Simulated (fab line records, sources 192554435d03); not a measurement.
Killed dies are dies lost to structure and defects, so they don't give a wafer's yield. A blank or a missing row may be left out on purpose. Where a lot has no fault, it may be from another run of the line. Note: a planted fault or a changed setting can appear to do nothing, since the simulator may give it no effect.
fab line records	flow n5Finfet
[record] lots = 12	wafers = 28	lastDay = 17
route steps=1938 shown BEOL_M0_SAQP@663 BEOL_M4@1111
lots with no fault: from the same line, run without faults
startH: hours from the record's first day to the start of the lot's first wafer shown	waitH: time in hours since the lot's previous step	" same as the row above	L1.1+2: a single row standing in for several wafers	- no value, or no start given	* or withheld: withheld	< > ~ a bound
route shown NAME@n: NAME is a module with steps in the file, n the number in the route of the first one	usual: mean/standard deviation of fault-free wafers	same: alike in all rows	chamber/n: place in a boat	sites: per-site readings	_std_site: the standard deviation of these	_edge_site: mean of outer sites minus mean of inner sites	radiusMm: how far each site lies from the wafer's centre	mask NAME#n: copy n	behind: the most recent tool/chamber to have shaped the wafer	hold: the reason the lot was held/the length of the hold in hours/how it ended	device: the transistor (n, p or np) that didn't switch	end of line: tests run on the same wafers once the route is complete	where a step has no rows: the recipe by itself	killed: not the wafer's yield, but the dies lost to structure and defects at the first sort	map: a wafer's dies, x killed, . not, _ none there
set.NAME: the setting that was run; set.NAME@STEP: the one run at that earlier step	model.NAME: the simulator's own value behind a step, which no gauge read
the route's steps for a sample of lots (tables are steps, rows are wafers)
services: the hour from which a tool's chamber was out of use, counted from the record's first day as startH (under 0 if before that day), plus the number of hours and why
[[steps]]
[step N5_BEOL_M0_SAQP_SPACER1_ALD_98]
[recipe] material = SiO2	targetThkA = 128	tempC = 300	aldPrecursorFamily = BDEAS	aldCoReactant = O2-plasma	pulseTimeS = 1	purgeTimeS = 2	coReactantPurgeTimeS = 2	aldCycles = 138	pressureTorr = 2
[usual] chamberPressureTorr = 1.999/0.0044	heaterPowerW = 469/42	precursorPulseHeightRel = 1.003/0.02
lot.wafer	tool	chamber	startH	waitH	chamberPressureTorr	heaterPowerW	precursorPulseHeightRel
L702.3	aldSin-03	2	125.83	0.1	1.997	475	1.008
L702.6	"	0	"	"	2.001	487	1.017
L703.2	aldSin-03	0	132.30	0.3	2.004	496	0.987
L703.3	"	1	"	"	1.999	583	1.007
L704.1	aldSin-03	0	141.22	0.4	1.998	495	0.982
L704.2	"	2	"	"	2.002	470	1.003
L705.3	aldSin-01	0	144.64	0.1	1.995	477	0.997
L705.5	"	2	"	"	1.998	462	1.035
L706.1	aldSin-02	3	150.75	0.3	1.994	476	0.966
L706.6	"	3	"	"	1.998	461	1.006
L707.1	aldSin-02	2	154.70	0.3	1.995	483	0.976
L707.3	"	0	"	"	1.998	472	0.989
L712.5	aldSin-02	2	185.33	0.3	2.003	492	1.003
L712.6	"	1	"	"	2.003	449	0.990
L713.1	aldSin-01	1	194.28	0.3	2.002	407	0.981
L713.5	"	0	"	"	2.001	472	1.005
L715.1	aldSin-01	0	203.04	0.3	2.007	460	1.014
L715.3	"	2	"	"	2.001	453	0.990
L715.5	"	0	"	"	2.007	469	1.007
L717.1	aldSin-01	2	213.01	0.3	1.993	470	1.012
L717.2	"	0	"	"	1.999	462	1.005
L717.4	"	3	"	"	1.997	509	0.969
L721.4	aldSin-01	0	239.92	0.1	1.998	491	1.001
L721.5	"	0	"	"	2.002	467	1.029
L721.6	"	1	"	"	1.987	410	1.015
L722.2	aldSin-02	1	247.57	0.3	1.997	458	0.992
L722.4	"	0	"	"	2.003	465	1.017
L722.6	"	2	"	"	1.995	475	0.972
[step N5_BEOL_M0_SAQP_CD_MEAS_25]
[recipe] targetCdNm = 13.1	landingEnergyEv = 1000	detector = seInlens
[usual] cdNm = 12.84/0.23
[same] landingEnergyEv = 1000
lot.wafer	tool	chamber	startH	waitH	cdNm
L702.3	cdSem-01	0	126.50	0.1	12.69
L702.6	"	0	"	"	12.91
L703.2	cdSem-02	0	133.03	0.1	12.91
L703.3	"	0	"	"	12.88
L704.1	cdSem-02	0	141.89	0.1	12.79
L704.2	"	0	"	"	12.53
L705.3	cdSem-02	0	145.31	0.1	12.48
L705.5	"	0	"	"	12.91
L706.1	cdSem-01	0	151.42	0.1	13.17
L706.6	"	0	"	"	13.02
L707.1	cdSem-02	0	155.42	0.1	12.86
L707.3	"	0	"	"	12.85
L712.5	cdSem-03	0	185.78	0.0	12.92
L712.6	"	0	"	"	12.46
L713.1	cdSem-03	0	194.96	0.1	12.93
L713.5	"	0	"	"	12.84
L715.1	cdSem-01	0	203.71	0.1	13.08
L715.3	"	0	"	"	13.14
L715.5	"	0	"	"	13.12
L717.1	cdSem-01	0	213.88	0.1	12.77
L717.2	"	0	"	"	12.92
L717.4	"	0	"	"	12.51
L721.4	cdSem-02	0	240.60	0.1	12.76
L721.5	"	0	"	"	12.95
L721.6	"	0	"	"	12.93
L722.2	cdSem-02	0	248.29	0.1	13.50
L722.4	"	0	"	"	12.74
L722.6	"	0	"	"	13.01
[step N5_BEOL_M0_SAQP_ETCH_101]
[recipe] chemistry = CH3F/O2	target = SiNx	maskMaterial = SiO2	targetDepthA = 299	timeS = 42.7	pressureMtorr = 30	sourceW = 395	biasW = 73	Ar_flow_sccm = 150	CH3F_flow_sccm = 30	O2_flow_sccm = 20	ionEnergyEv = 120
[usual] drypumpMotorCurrentA = 5.5/0.55	mfcArSccm = 150.1/0.44	oesProductAu = 0.78/0.081	rfVppV = 292/5.7	showerheadPlenumPTorr = 1.99/0.088	throttleValvePct = 16.47/0.25
lot.wafer	tool	chamber	startH	waitH	drypumpMotorCurrentA	mfcArSccm	oesProductAu	rfHoursCounterH	rfVppV	showerheadPlenumPTorr	throttleValvePct
L702.3	rieDiel-03	3	126.54	0.0	6.5	149.3	0.70	217	285	1.88	16.36
L702.6	"	2	"	"	5.3	150.1	0.89	-	297	1.96	16.37
L703.2	rieDiel-06	3	133.07	0.0	4.7	150.8	0.85	77	294	2.00	16.30
L703.3	"	0	"	"	6.2	150.6	0.72	208	302	1.89	16.78
L704.1	rieDiel-02	1	141.93	0.0	5.5	150.2	0.70	219	284	1.98	16.85
L704.2	"	2	"	"	5.7	150.4	0.87	62	288	1.94	16.28
L705.3	rieDiel-02	2	145.35	0.0	5.7	149.8	0.86	63	286	1.94	16.29
L705.5	"	2	"	"	5.7	149.5	0.85	-	287	1.94	16.28
L706.1	rieDiel-03	1	151.46	0.0	5.0	150.1	0.91	17	291	2.13	16.02
L706.6	"	1	"	"	5.0	149.4	0.91	-	289	2.13	16.01
L707.1	rieDiel-02	2	155.51	0.1	5.6	150.2	0.85	67	287	1.94	16.29
L707.3	"	0	"	"	5.7	149.7	0.75	134	297	1.85	16.63
L712.5	rieDiel-06	2	185.87	0.1	4.8	150.5	0.68	-	290	1.98	16.74
L712.6	"	3	"	"	4.7	149.7	0.84	-	293	2.00	16.33
L713.1	rieDiel-06	2	195.00	0.0	4.7	149.9	0.69	231	288	1.98	16.74
L713.5	"	1	"	"	5.4	150.3	0.81	-	290	2.11	16.30
L715.1	rieDiel-02	0	203.85	0.1	5.7	150.3	0.72	148	297	1.85	16.65
L715.3	"	1	"	"	5.4	149.9	0.67	238	284	1.98	16.89
L715.5	"	3	"	"	6.0	150.1	0.95	-	304	2.08	16.17
L717.1	rieDiel-06	2	214.18	0.3	4.7	150.9	0.69	237	289	1.98	16.74
L717.2	"	3	"	"	4.7	149.4	0.83	102	293	1.99	16.33
L717.4	"	0	"	"	6.2	150.2	0.71	229	302	1.89	16.82
L721.4	rieDiel-02	3	240.64	0.0	6.0	149.6	0.92	18	303	2.07	16.19
L721.5	"	2	"	"	5.7	150.0	0.81	-	287	1.93	16.33
L721.6	"	1	"	"	5.4	150.3	0.67	-	284	1.97	16.87
L722.2	rieDiel-03	2	248.32	0.0	5.2	150.2	0.83	71	296	1.94	16.47
L722.4	"	3	"	"	6.5	150.3	0.67	-	284	1.87	16.45
L722.6	"	2	"	"	5.2	150.2	0.82	-	296	1.94	16.47
[step N5_BEOL_M0_SAQP_COAT_105]
[recipe] resist = SOC	tempC = 250	timeS = 60	spinRpm = 1500	resistThkNm = 100
[usual] spinSpeedRpm = 1500.1/1.1
lot.wafer	tool	chamber	startH	waitH	spinSpeedRpm
L702.3	lithoTrack-03	0	127.15	0.2	1500.4
L702.6	"	0	"	"	1499.0
L703.2	lithoTrack-02	0	133.68	0.3	1500.6
L703.3	"	0	"	"	1500.8
L704.1	lithoTrack-03	0	142.53	0.3	1498.7
L704.2	"	0	"	"	1500.4
L705.3	lithoTrack-02	0	145.96	0.2	1499.0
L705.5	"	0	"	"	1501.4
L706.1	lithoTrack-03	0	152.06	0.3	1500.2
L706.6	"	0	"	"	1500.6
L707.1	lithoTrack-02	0	156.11	0.3	1499.3
L707.3	"	0	"	"	1500.5
L712.5	lithoTrack-03	0	186.45	0.0	1500.7
L712.6	"	0	"	"	1501.1
L713.1	lithoTrack-02	0	195.60	0.3	1500.0
L713.5	"	0	"	"	1501.4
L715.1	lithoTrack-03	0	204.45	0.3	1663.4
L715.3	"	0	"	"	1662.6
L715.5	"	0	"	"	1663.1
L717.1	lithoTrack-03	0	214.78	0.3	1664.9
L717.2	"	0	"	"	1664.4
L717.4	"	0	"	"	1663.9
L721.4	lithoTrack-02	0	241.25	0.2	1501.6
L721.5	"	0	"	"	1500.2
L721.6	"	0	"	"	1500.2
L722.2	lithoTrack-04	0	248.93	0.3	1499.3
L722.4	"	0	"	"	1500.6
L722.6	"	0	"	"	1501.3
[step N5_BEOL_M4_RC_MEAS_101]
[usual] DIBL_N = 36.0/1.9	DIBL_P = 35.6/2.4	IOFF_N = 0.16/0.036	IOFF_P = 0.21/0.04	ION_N = 673/14	ION_P = 460/8.9	SS_N = 71.5/0.67	SS_P = 73.2/0.73	VT_N = 249/3.6	VT_P = -250/3.7
lot.wafer	tool	chamber	startH	waitH	DIBL_N[mV/V]	DIBL_P[mV/V]	IOFF_N[nA/um]	IOFF_P[nA/um]	ION_N[uA/um]	ION_P[uA/um]	SS_N[mV/dec]	SS_P[mV/dec]	VT_N[mV]	VT_P[mV]
L703.2	prober-01	0	184.11	0.2	33.6	33.5	0.14	0.19	665	457	70.7	72.8	250	-251
L703.3	"	0	"	"	33.5	33.5	0.15	0.19	677	464	71.2	73.3	249	-249
L702.3	prober-02	0	189.14	0.3	34.4	32.6	0.13	0.18	668	460	70.8	73.0	253	-249
L702.6	"	0	"	"	36.4	34.7	0.14	0.20	657	455	71.3	73.0	256	-248
L704.1	prober-01	0	190.21	0.0	36.7	37.2	0.18	0.23	685	469	72.5	73.4	247	-248
L704.2	"	0	"	"	34.4	34.3	0.12	0.18	660	457	71.1	73.0	254	-251
L705.3	prober-02	0	193.70	0.3	36.6	37.3	0.16	0.23	659	465	71.3	73.2	249	-249
L705.5	"	0	"	"	34.7	34.8	0.13	0.19	662	457	70.4	72.6	254	-251
L706.1	prober-02	0	200.89	0.0	36.5	36.3	0.15	0.19	666	454	71.7	73.6	250	-254
L706.6	"	0	"	"	36.1	36.6	0.15	0.20	663	454	72.0	73.5	250	-251
L707.1	prober-01	0	211.33	0.0	37.1	38.2	0.20	0.28	693	476	72.1	73.3	245	-243
L707.3	"	0	"	"	36.2	34.7	0.17	0.22	663	459	71.8	72.7	248	-247
L712.5	prober-01	0	246.74	0.6	33.4	31.9	0.10	0.16	642	451	70.7	71.4	256	-256
L712.6	"	0	"	"	35.2	34.6	0.15	0.19	674	461	70.6	73.1	249	-252
L713.1	prober-02	0	257.32	0.0	32.8	33.5	0.12	0.15	679	457	70.1	71.7	250	-257
L713.5	"	0	"	"	37.4	37.4	0.19	0.21	688	459	71.7	73.4	244	-252
L715.1	prober-02	0	263.30	0.0	37.0	35.8	0.16	0.21	688	469	72.1	74.6	249	-250
L715.3	"	0	"	"	29.9	26.3	0.08	0.11	658	453	68.8	71.2	255	-257
L715.5	"	0	"	"	36.2	34.4	0.14	0.19	670	457	71.8	73.5	251	-250
L717.1	prober-02	0	281.37	0.0	31.0	30.6	0.10	0.15	662	456	69.6	72.0	257	-254
L717.2	"	0	"	"	36.8	37.6	0.19	0.26	685	464	71.5	73.7	245	-248
L717.4	"	0	"	"	35.1	34.8	0.15	0.21	665	453	71.4	73.8	251	-249
L721.4	prober-02	0	295.78	0.5	38.9	38.7	0.20	0.23	689	460	71.7	74.6	243	-252
L721.5	"	0	"	"	36.5	34.8	0.15	0.17	670	447	71.3	73.3	250	-254
L721.6	"	0	"	"	37.4	36.9	0.17	0.20	668	459	72.0	73.7	247	-252
L722.2	prober-02	0	310.84	0.2	34.9	36.5	0.16	0.20	684	467	71.0	72.7	248	-249
L722.4	"	0	"	"	34.4	35.7	0.15	0.19	678	459	71.3	72.7	251	-254
L722.6	"	0	"	"	34.5	35.4	0.14	0.18	664	456	71.2	72.9	250	-253
[[services]]
tool	chamber	startH	hours	kind
aldSin-02	-	102.55	2.8	pm
rieDiel-03	0	115.96	8.9	repair
aldSin-03	0	149.07	8.7	repair
rieDiel-02	3	159.07	-	clean
rieDiel-02	3	159.07	-	consumableReplace:focusRing
rieDiel-02	3	159.07	16.3	scheduledDown
rieDiel-02	3	159.07	16.3	ventCycle
rieDiel-06	0	163.38	9.6	repair
aldSin-03	-	164.77	4.3	pm
aldSin-03	-	176.75	14.0	pm
aldSin-03	0	176.75	14.0	ventCycle
aldSin-03	1	176.75	14.0	ventCycle
aldSin-03	2	176.75	14.0	ventCycle
aldSin-03	3	176.75	14.0	ventCycle
aldSin-03	0	190.75	-	clean
aldSin-03	1	190.75	-	clean
aldSin-03	2	190.75	-	clean
aldSin-03	3	190.75	-	clean
aldSin-01	-	199.61	1.2	repair
aldSin-02	-	231.00	0.8	repair
rieDiel-02	1	245.26	-	clean
rieDiel-02	1	245.26	-	consumableReplace:focusRing
rieDiel-02	1	245.26	17.8	scheduledDown
rieDiel-02	1	245.26	17.8	ventCycle
[[key]]
[firstSign] step = N5_BEOL_M0_SAQP_COAT_105	reading = spinSpeedRpm	direction = up	sigmas = 99+	usual = *	struck = *
effect none on later readings
metAt N5_BEOL_M0_SAQP_COAT_105
struckLots L715,L717
notActingAt N5_BEOL_M0_SAQP_SPACER1_ALD_98,N5_BEOL_M0_SAQP_CD_MEAS_25,N5_BEOL_M0_SAQP_ETCH_101
onsetBetween 186.45 204.45
[fault] kind = processParameterDrift	tool = lithoTrack-03	chamber = -	onsetH = 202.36	steps = N5_BEOL_M0_SAQP_COAT_105	channel = spinRpm	offset = *	shape = step	endH = 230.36	actsIn = *	stated = *
